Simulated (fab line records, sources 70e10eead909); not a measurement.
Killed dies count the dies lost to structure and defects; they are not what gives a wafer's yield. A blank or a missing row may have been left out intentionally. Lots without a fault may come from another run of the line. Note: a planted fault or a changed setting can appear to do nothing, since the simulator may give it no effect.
fab line records	flow nand_harc	part 1 of 2: steps 1 to 4 of 6
[record] lots = 19	wafers = 57	last_day = 33
route steps=1302 shown A_CHANNEL_FILL_D2@629 A_STAIRCASE@653
lots that met no fault: from a run of the same line without faults
start_h: start of the lot's first displayed wafer, in hours after the record's first day	wait_h: hours from the lot's prior step to this one	" the same as in the row above	L1.1+2: a row that stands for several wafers	- no value, or no start given	* or withheld: withheld	< > ~ a bound
route shown NAME@n: NAME is a module with steps in the file, n the number in the route of the first one	usual: mean and standard deviation over wafers with no fault	same: alike in all rows	chamber/n: place in a boat	sites: the reading at each site	_std_site: how widely they spread, as a standard deviation	_edge_site: outer sites' mean less inner sites'	radius_mm: how far each site lies from the wafer's centre	mask NAME#n: copy n	behind: tool/chamber where the wafer was last shaped	hold: cause of the lot's hold/its duration in hours/its outcome	device: which transistor (n, p or np) failed to switch	end of line: the same wafers' tests at the end of the route	step lacking rows: just its recipe	killed: count of dies lost to structure and defects at first sort (not the wafer's yield)	map: a wafer's dies, marking killed ones x, the rest . and places with no die _
set.NAME: the setting the step ran with; set.NAME@STEP: the setting that earlier step ran with	model.NAME: the simulator's own value behind a step, which no gauge read
steps of the route over a sample of lots; a table a step, a row a wafer
services: from which hour (start_h, from the record's first day; less than 0 if before it) a tool's chamber was out of use, for how many hours, and why
[[steps]]
[step NHARC_A_CHANNEL_FILL_D2_STRIP_29]
[recipe] time_s = 20	o2_flow_sccm = 500	ar_flow_sccm = 0	bias_w = 0	chemistry = O2
[usual] chamber_pressure_mTorr = 60.00/0.058	drypump_motor_current_A = 6.0/0.5	oes_product_au = 0.999/0.0097	rf_vpp_V = 57.9/0.93	showerhead_plenum_p_Torr = 3.55/0.17	throttle_valve_pct = 17.036/0.0094
lot.wafer	tool	chamber	start_h	wait_h	chamber_pressure_mTorr	drypump_motor_current_A	oes_product_au	rf_hours_counter_h	rf_vpp_V	showerhead_plenum_p_Torr	throttle_valve_pct
L074.4	rie_diel-13	2	-	-	60.06	5.7	0.976	21	58.2	3.73	17.022
L074.2	"	3	"	"	60.05	4.8	0.985	26	58.4	3.34	17.025
L074.6	"	3	"	"	59.91	4.8	0.989	-	57.0	3.34	17.037
L075.4	rie_diel-05	2	-	-	59.96	6.7	1.015	1	57.2	3.65	17.034
L075.2	"	3	"	"	60.00	6.0	1.000	3	58.1	3.78	17.029
L075.6	"	2	"	"	60.08	6.6	1.012	-	57.6	3.65	17.038
L077.3	rie_diel-05	2	-	-	59.97	6.6	1.003	2	56.3	3.65	17.057
L077.1	"	3	"	"	59.99	6.0	1.000	4	58.4	3.78	17.044
L077.4	"	1	"	"	59.95	6.4	1.001	4	57.5	3.34	17.049
L079.2	rie_diel-13	2	-	-	60.02	5.7	0.981	9	59.5	3.73	17.030
L079.5	"	0	"	"	60.02	5.1	1.000	-	56.9	3.28	17.048
L079.6	"	1	"	"	59.97	5.7	0.983	-	57.8	3.59	17.054
L080.3	rie_diel-03	3	-	-	60.00	6.3	1.003	4	56.7	3.38	17.042
L080.2	"	0	"	"	59.86	6.2	0.992	4	57.1	3.50	17.061
L080.1	"	2	"	"	59.97	6.3	1.009	4	57.5	3.48	17.034
L081.1	rie_diel-13	2	-	-	60.00	5.7	0.998	13	58.2	3.72	17.030
L081.3	"	3	"	"	59.94	4.8	0.988	6	56.8	3.34	17.035
L081.6	"	2	"	"	59.98	5.7	0.999	-	58.1	3.72	17.037
L082.2	rie_diel-05	2	432.18	0.1	60.06	6.6	1.024	1	58.4	3.65	17.037
L082.4	"	1	"	"	59.93	6.4	0.998	-	56.6	3.34	17.040
L082.6	"	3	"	"	59.89	6.0	1.009	-	59.1	3.78	17.045
L083.2	rie_diel-03	1	432.30	0.2	60.01	5.9	1.011	5	58.6	3.68	17.027
L083.4	"	1	"	"	60.05	5.9	1.010	-	56.8	3.68	17.037
L083.5	"	1	"	"	59.98	5.9	1.017	-	59.3	3.68	17.021
L084.3	rie_diel-05	2	445.18	0.1	60.10	6.6	1.016	1	58.6	3.65	17.040
L084.1	"	3	"	"	60.07	6.0	1.002	1	57.7	3.78	17.033
L084.6	"	1	"	"	59.89	6.3	0.997	-	58.0	3.34	17.028
L085.2	rie_diel-13	3	-	-	59.98	4.8	0.996	13	57.3	3.34	17.036
L085.1	"	0	"	"	59.98	5.1	1.022	18	56.6	3.27	17.048
L085.6	"	2	"	"	60.10	5.7	0.999	-	58.8	3.72	17.043
L086.4	rie_diel-13	3	-	-	60.02	4.8	0.988	16	58.0	3.33	17.050
L086.6	"	0	"	"	59.90	5.1	1.008	-	57.4	3.27	17.044
L086.5	"	1	"	"	59.95	5.7	0.990	-	58.2	3.59	17.049
L088.1	rie_diel-05	2	-	-	60.05	6.6	1.017	2	57.4	3.65	17.037
L088.3	"	0	"	"	59.87	5.8	0.996	1	59.5	3.72	17.039
L088.5	"	2	"	"	60.08	6.7	1.019	-	58.8	3.65	17.038
L087.3	rie_diel-05	0	-	-	59.98	5.9	0.992	1	58.5	3.72	17.024
L087.6	"	0	"	"	60.10	5.8	1.001	-	56.9	3.72	17.030
L087.5	"	1	"	"	59.93	6.4	0.989	-	57.4	3.34	17.029
L090.4	rie_diel-13	1	-	-	60.00	5.7	1.002	25	59.1	3.58	17.034
L090.1	"	2	"	"	59.97	5.7	0.994	29	58.6	3.71	17.037
L090.6	"	1	"	"	59.93	5.7	0.990	-	57.4	3.58	17.038
L091.2	rie_diel-05	2	-	-	60.00	6.7	1.003	3	57.2	3.65	17.034
L091.6	"	0	"	"	60.05	5.8	1.008	-	56.7	3.72	17.044
L091.5	"	1	"	"	59.94	6.4	0.995	-	57.1	3.34	17.026
L092.3	rie_diel-03	1	521.72	0.2	60.03	5.9	1.004	3	58.2	3.68	17.032
L092.1	"	3	"	"	59.95	6.3	1.003	2	58.2	3.38	17.031
L092.5	"	0	"	"	59.97	6.2	0.989	-	56.6	3.49	17.036
L095.2	rie_diel-13	3	-	-	60.09	4.8	1.006	4	56.5	3.33	17.041
L095.1	"	0	"	"	59.96	5.1	1.009	4	58.6	3.81	17.014
L095.6	"	1	"	"	60.03	5.7	0.981	-	58.7	3.58	17.028
L096.2	rie_diel-05	3	561.37	0.1	59.92	6.0	0.991	4	59.4	3.78	17.031
L096.6	"	3	"	"	60.05	6.0	0.986	-	58.3	3.78	17.035
L096.5	"	2	"	"	60.00	6.7	1.007	-	56.8	3.65	17.044
L097.3	rie_diel-03	1	-	-	59.98	5.8	1.007	4	58.8	3.68	17.034
L097.4	"	2	"	"	60.05	6.3	1.004	1	57.8	3.48	17.032
L097.6	"	2	"	"	59.92	6.4	1.003	-	59.3	3.48	17.042
[step NHARC_A_STAIRCASE_STRIP_171]
[recipe] power_w = 1500	temp_c = 250	chemistry = O2
[usual] drypump_motor_current_A = 5.6/0.44	heater_power_w = 317/36	rf_refl_power_W = 22/3.6
lot.wafer	tool	chamber	start_h	wait_h	drypump_motor_current_A	heater_power_w	rf_hours_counter_h	rf_refl_power_W
L074.2	plasma_asher-02	0	349.07	-	5.7	368	17	27
L074.4	"	1	"	"	5.0	355	-	19
L074.6	"	0	"	"	5.7	366	-	25
L075.2	plasma_asher-01	0	360.12	-	5.4	288	1	-
L075.4	"	1	"	"	6.2	284	-	-
L075.6	"	1	"	"	6.2	284	-	-
L077.1	plasma_asher-02	1	379.98	-	5.0	352	24	20
L077.4	"	1	"	"	5.0	356	-	21
L077.3	"	0	"	"	5.7	354	-	28
L079.2	plasma_asher-01	0	394.76	-	5.4	289	10	-
L079.6	"	0	"	"	5.4	279	-	-
L079.5	"	1	"	"	6.2	273	-	-
L080.2	plasma_asher-01	0	418.72	-	5.4	290	15	16
L080.1	"	1	"	"	6.2	276	15	23
L080.3	"	1	"	"	6.3	287	-	24
L081.1	plasma_asher-02	0	419.08	-	5.7	366	32	24
L081.3	"	0	"	"	5.8	356	-	24
L081.6	"	1	"	"	5.0	352	-	19
L082.2	plasma_asher-02	1	440.61	-	5.0	351	1	20
L082.4	"	1	"	"	5.0	359	-	20
L082.6	"	1	"	"	5.0	353	-	19
L083.2	plasma_asher-02	1	440.93	-	5.0	344	1	20
L083.4	"	1	"	"	5.0	352	-	21
L083.5	"	1	"	"	5.0	347	-	21
L084.1	plasma_asher-01	1	452.75	-	6.2	270	23	-
L084.3	"	0	"	"	5.4	284	-	-
L084.6	"	0	"	"	5.4	282	-	-
L085.1	plasma_asher-01	0	455.66	-	5.4	293	24	-
L085.2	"	1	"	"	6.2	276	24	-
L085.6	"	1	"	"	6.2	282	-	-
L086.4	plasma_asher-02	1	469.41	-	5.0	345	-	20
L086.6	"	1	"	"	5.0	343	-	20
L086.5	"	0	"	"	5.7	346	-	25
L088.1	plasma_asher-01	0	496.00	-	5.4	286	34	16
L088.3	"	0	"	"	5.4	287	-	16
L088.5	"	0	"	"	5.4	290	-	15
L087.3	plasma_asher-01	1	502.19	-	6.2	284	-	23
L087.5	"	0	"	"	5.4	289	-	17
L087.6	"	1	"	"	6.2	277	-	23
L090.1	plasma_asher-02	0	509.12	-	5.7	347	9	26
L090.4	"	1	"	"	5.0	340	-	20
L090.6	"	0	"	"	5.7	352	-	25
L091.2	plasma_asher-02	1	522.16	-	5.0	347	13	20
L091.5	"	0	"	"	5.7	357	-	27
L091.6	"	1	"	"	5.0	341	-	20
L092.1	plasma_asher-01	1	529.31	-	6.2	267	0	23
L092.3	"	0	"	"	5.4	287	-	15
L092.5	"	1	"	"	6.2	272	-	23
L095.2	plasma_asher-01	0	557.56	-	5.4	289	7	-
L095.1	"	1	"	"	6.2	266	7	-
L095.6	"	0	"	"	5.4	282	-	-
L097.4	plasma_asher-02	0	568.92	-	5.7	346	-	25
L097.3	"	1	"	"	5.0	352	-	19
L097.6	"	1	"	"	5.0	344	-	20
L096.2	plasma_asher-01	0	569.10	-	5.4	289	9	-
L096.6	"	0	"	"	5.4	283	-	-
L096.5	"	1	"	"	6.2	275	-	-
[step NHARC_A_STAIRCASE_TRIM_14]
[recipe] time_s = 211.2	o2_flow_sccm = 500	ar_flow_sccm = 0	bias_w = 0	chemistry = O2
[usual] chamber_pressure_mTorr = 60.01/0.054	drypump_motor_current_A = 5.8/0.52	oes_product_au = 1.002/0.0091	rf_vpp_V = 57.8/0.93	showerhead_plenum_p_Torr = 3.57/0.17	throttle_valve_pct = 17.038/0.0087
lot.wafer	tool	chamber	start_h	wait_h	chamber_pressure_mTorr	drypump_motor_current_A	oes_product_au	rf_hours_counter_h	rf_vpp_V	showerhead_plenum_p_Torr	throttle_valve_pct
L074.4	rie_diel-11	3	-	-	59.97	6.3	0.990	24	56.9	3.37	17.044
L074.2	"	1	"	"	60.09	5.4	1.008	21	58.0	3.62	17.032
L074.6	"	2	"	"	60.08	6.0	1.007	-	57.3	3.28	17.038
L075.2	rie_diel-10	2	-	-	59.97	5.2	0.999	37	56.3	3.29	17.021
L075.4	"	3	"	"	60.11	6.8	0.997	40	57.8	3.67	17.026
L075.6	"	1	"	"	60.01	6.4	1.006	-	56.3	3.40	17.032
L077.4	rie_diel-10	3	-	-	60.02	6.8	1.005	48	58.5	3.67	17.043
L077.3	"	0	"	"	59.96	5.5	1.017	49	57.0	3.65	17.026
L077.1	"	1	"	"	60.04	6.5	1.009	45	56.2	3.39	17.036
L079.2	rie_diel-11	2	-	-	60.05	6.1	1.001	39	57.5	3.27	17.031
L079.6	"	1	"	"	60.04	5.4	1.011	-	58.9	3.61	17.058
L079.5	"	2	"	"	60.07	6.1	1.006	-	58.8	3.28	17.056
L080.1	rie_diel-10	1	-	-	59.87	6.5	1.002	52	57.1	3.39	17.051
L080.3	"	2	"	"	60.09	5.1	0.995	59	56.6	3.28	17.035
L080.2	"	3	"	"	59.95	6.8	0.992	61	58.0	3.66	17.036
L081.1	rie_diel-02	2	-	-	60.03	6.2	1.004	5	58.4	3.64	17.038
L081.3	"	3	"	"	59.96	5.3	0.997	5	57.5	3.51	17.040
L081.6	"	2	"	"	59.96	6.2	1.003	-	58.0	3.64	17.039
L082.2	rie_diel-02	2	-	-	59.98	6.3	1.006	15	57.3	3.63	17.036
L082.4	"	3	"	"	60.00	5.3	1.009	18	58.4	3.50	17.044
L082.6	"	1	"	"	60.04	5.3	0.999	-	57.7	3.73	17.032
L083.2	rie_diel-02	1	-	-	59.98	5.4	0.995	14	57.6	3.73	17.044
L083.4	"	0	"	"	60.00	6.0	0.991	16	57.0	3.33	17.058
L083.5	"	2	"	"	60.03	6.3	1.006	-	58.4	3.63	17.040
L084.3	rie_diel-11	3	-	-	60.03	6.3	1.001	3	58.2	3.35	17.022
L084.1	"	0	"	"	60.08	5.3	0.987	3	59.9	3.72	17.041
L084.6	"	3	"	"	60.03	6.3	0.994	-	57.1	3.35	17.035
L085.1	rie_diel-11	0	-	-	60.07	5.4	0.990	4	58.3	3.72	17.042
L085.2	"	2	"	"	60.01	6.1	0.998	4	57.7	3.81	17.035
L085.6	"	0	"	"	60.02	5.3	0.997	-	56.2	3.72	17.035
L086.4	rie_diel-10	3	-	-	60.06	6.7	0.997	12	58.1	3.65	17.034
L086.6	"	1	"	"	60.06	6.5	1.000	-	58.6	3.38	17.032
L086.5	"	2	"	"	60.01	5.1	0.998	-	58.8	3.80	17.027
L088.1	rie_diel-11	0	-	-	60.01	5.4	1.001	12	56.5	3.72	17.035
L088.3	"	1	"	"	59.99	5.4	1.016	13	57.6	3.60	17.038
L088.5	"	3	"	"	59.97	6.3	0.998	-	58.0	3.35	17.030
L087.3	rie_diel-11	0	-	-	60.01	5.4	0.991	14	58.0	3.72	17.024
L087.5	"	1	"	"	59.97	5.4	1.013	-	57.6	3.60	17.027
L087.6	"	2	"	"	60.00	6.1	0.999	-	58.5	3.80	17.027
L090.4	rie_diel-10	3	-	-	60.05	6.8	1.005	22	57.7	3.65	17.039
L090.1	"	0	"	"	60.04	5.5	0.990	27	57.3	3.62	17.031
L090.6	"	0	"	"	60.03	5.5	1.006	-	57.8	3.62	17.046
L091.2	rie_diel-10	1	-	-	60.02	6.5	0.994	33	57.7	3.37	17.032
L091.6	"	2	"	"	60.11	5.2	1.000	-	58.3	3.79	17.052
L091.5	"	3	"	"	60.10	6.8	0.995	-	57.9	3.64	17.044
L092.1	rie_diel-02	2	-	-	60.07	6.2	0.994	48	56.9	3.62	17.040
L092.3	"	3	"	"	59.97	5.3	0.993	45	56.9	3.48	17.045
L092.5	"	2	"	"	59.96	6.2	0.980	-	58.4	3.62	17.032
L095.1	rie_diel-11	1	-	-	59.90	5.4	0.995	34	57.5	3.59	17.031
L095.2	"	3	"	"	60.03	6.3	1.011	34	56.4	3.34	17.039
L095.6	"	1	"	"	59.91	5.4	1.011	-	56.9	3.59	17.026
L097.4	rie_diel-11	1	-	-	60.03	5.4	1.012	36	58.1	3.58	17.043
L097.3	"	3	"	"	60.01	6.3	1.016	37	56.7	3.33	17.046
L097.6	"	1	"	"	60.08	5.4	1.005	-	57.4	3.59	17.037
L096.2	rie_diel-02	3	-	-	59.99	5.3	0.999	57	56.2	3.48	17.032
L096.6	"	3	"	"	60.13	5.3	0.995	-	55.0	3.48	17.055
L096.5	"	0	"	"	60.02	6.0	0.984	-	58.1	3.30	17.033
[step NHARC_A_STAIRCASE_TRIM_18]
[recipe] time_s = 211.2	o2_flow_sccm = 500	ar_flow_sccm = 0	bias_w = 0	chemistry = O2
[usual] chamber_pressure_mTorr = 60.00/0.055	drypump_motor_current_A = 5.8/0.52	oes_product_au = 1.001/0.0093	rf_vpp_V = 57.9/0.94	showerhead_plenum_p_Torr = 3.57/0.17	throttle_valve_pct = 17.037/0.0084
lot.wafer	tool	chamber	start_h	wait_h	chamber_pressure_mTorr	drypump_motor_current_A	oes_product_au	rf_hours_counter_h	rf_vpp_V	showerhead_plenum_p_Torr	throttle_valve_pct
L074.2	rie_diel-11	2	-	-	59.99	6.1	1.002	25	57.3	3.28	17.013
L074.4	"	3	"	"	60.01	6.3	0.984	25	58.9	3.37	17.037
L074.6	"	1	"	"	60.04	5.4	0.993	-	57.3	3.62	17.026
L075.4	rie_diel-10	2	-	-	59.98	5.1	1.005	37	57.4	3.29	17.045
L075.2	"	0	"	"	59.97	5.5	1.010	41	57.4	3.65	17.044
L075.6	"	3	"	"	59.94	6.7	0.987	-	58.5	3.67	17.035
L077.1	rie_diel-10	0	-	-	59.96	5.5	1.012	49	58.2	3.65	17.032
L077.4	"	1	"	"	59.97	6.5	1.002	46	57.2	3.39	17.034
L077.3	"	2	"	"	60.03	5.1	1.010	45	55.9	3.29	17.029
L079.2	rie_diel-11	0	-	-	59.95	5.4	1.000	36	58.7	3.73	17.039
L079.6	"	2	"	"	59.94	6.1	1.006	-	57.3	3.27	17.041
L079.5	"	3	"	"	59.92	6.3	1.001	-	57.4	3.36	17.046
L080.2	rie_diel-10	2	-	-	59.99	5.1	0.992	59	55.5	3.28	17.028
L080.3	"	3	"	"	59.91	6.8	0.995	61	59.0	3.66	17.040
L080.1	"	0	"	"	60.02	5.5	1.009	62	57.0	3.64	17.040
L081.3	rie_diel-02	0	-	-	59.95	6.0	0.973	7	56.6	3.33	17.038
L081.1	"	1	"	"	59.91	5.3	1.001	6	58.1	3.73	17.033
L081.6	"	3	"	"	60.05	5.3	1.004	-	58.9	3.50	17.038
L082.4	rie_diel-02	2	-	-	59.97	6.3	1.000	16	58.0	3.63	17.026
L082.2	"	3	"	"	59.91	5.3	0.999	18	58.2	3.50	17.041
L082.6	"	2	"	"	59.96	6.2	0.996	-	58.9	3.63	17.051
L083.2	rie_diel-02	1	-	-	59.91	5.3	1.004	14	58.8	3.73	17.044
L083.4	"	2	"	"	59.99	6.3	0.989	16	58.8	3.63	17.028
L083.5	"	0	"	"	60.01	6.0	0.971	-	58.7	3.32	17.041
L084.3	rie_diel-11	0	-	-	60.06	5.4	1.009	3	58.6	3.72	17.029
L084.1	"	1	"	"	60.01	5.4	1.020	3	57.9	3.60	17.039
L084.6	"	1	"	"	59.92	5.4	1.023	-	58.8	3.60	17.053
L085.2	rie_diel-11	3	-	-	60.02	6.2	1.001	4	56.1	3.35	17.027
L085.1	"	0	"	"	59.97	5.4	1.002	4	58.4	3.72	17.045
L085.6	"	2	"	"	59.99	6.1	1.007	-	60.0	3.81	17.041
L086.4	rie_diel-10	2	-	-	60.08	5.1	1.003	17	57.0	3.80	17.034
L086.6	"	2	"	"	60.08	5.1	1.004	-	58.0	3.80	17.027
L086.5	"	3	"	"	59.94	6.8	0.995	-	58.7	3.65	17.035
L088.3	rie_diel-11	0	-	-	59.96	5.4	1.001	13	58.5	3.72	17.043
L088.1	"	1	"	"	59.99	5.4	1.017	14	57.8	3.60	17.035
L088.5	"	1	"	"	60.06	5.4	1.013	-	57.2	3.60	17.026
L087.3	rie_diel-11	1	-	-	60.00	5.4	1.016	16	57.0	3.60	17.036
L087.6	"	1	"	"	59.98	5.4	1.017	-	59.1	3.60	17.032
L087.5	"	2	"	"	60.07	6.1	1.010	-	60.1	3.80	17.043
L090.1	rie_diel-10	3	-	-	59.89	6.7	0.996	22	58.7	3.65	17.030
L090.4	"	2	"	"	59.93	5.2	0.998	27	60.0	3.79	17.036
L090.6	"	3	"	"	60.03	6.7	0.991	-	56.8	3.65	17.040
L091.2	rie_diel-10	3	-	-	60.07	6.8	1.005	28	59.1	3.64	17.029
L091.5	"	1	"	"	60.06	6.5	1.014	-	58.0	3.37	17.031
L091.6	"	2	"	"	60.01	5.1	1.017	-	59.0	3.79	17.043
L092.1	rie_diel-02	1	-	-	60.01	5.3	1.007	48	58.0	3.71	17.046
L092.3	"	2	"	"	59.98	6.2	0.995	48	57.8	3.62	17.044
L092.5	"	0	"	"	60.13	6.0	0.985	-	56.2	3.31	17.015
L095.1	rie_diel-11	0	-	-	59.99	5.3	0.995	34	59.2	3.71	17.021
L095.2	"	1	"	"	60.01	5.4	1.000	34	58.1	3.59	17.026
L095.6	"	1	"	"	60.01	5.4	1.004	-	58.5	3.59	17.026
L097.4	rie_diel-11	2	-	-	59.92	6.1	1.006	33	58.5	3.79	17.026
L097.3	"	0	"	"	60.05	5.4	0.993	37	57.2	3.70	17.027
L097.6	"	3	"	"	59.99	6.3	1.014	-	57.1	3.33	17.052
L096.2	rie_diel-11	3	-	-	60.02	6.3	1.016	37	56.7	3.33	17.037
L096.6	"	2	"	"	59.89	6.1	1.009	-	59.7	3.79	17.040
L096.5	"	3	"	"	60.00	6.3	1.015	-	58.6	3.33	17.056
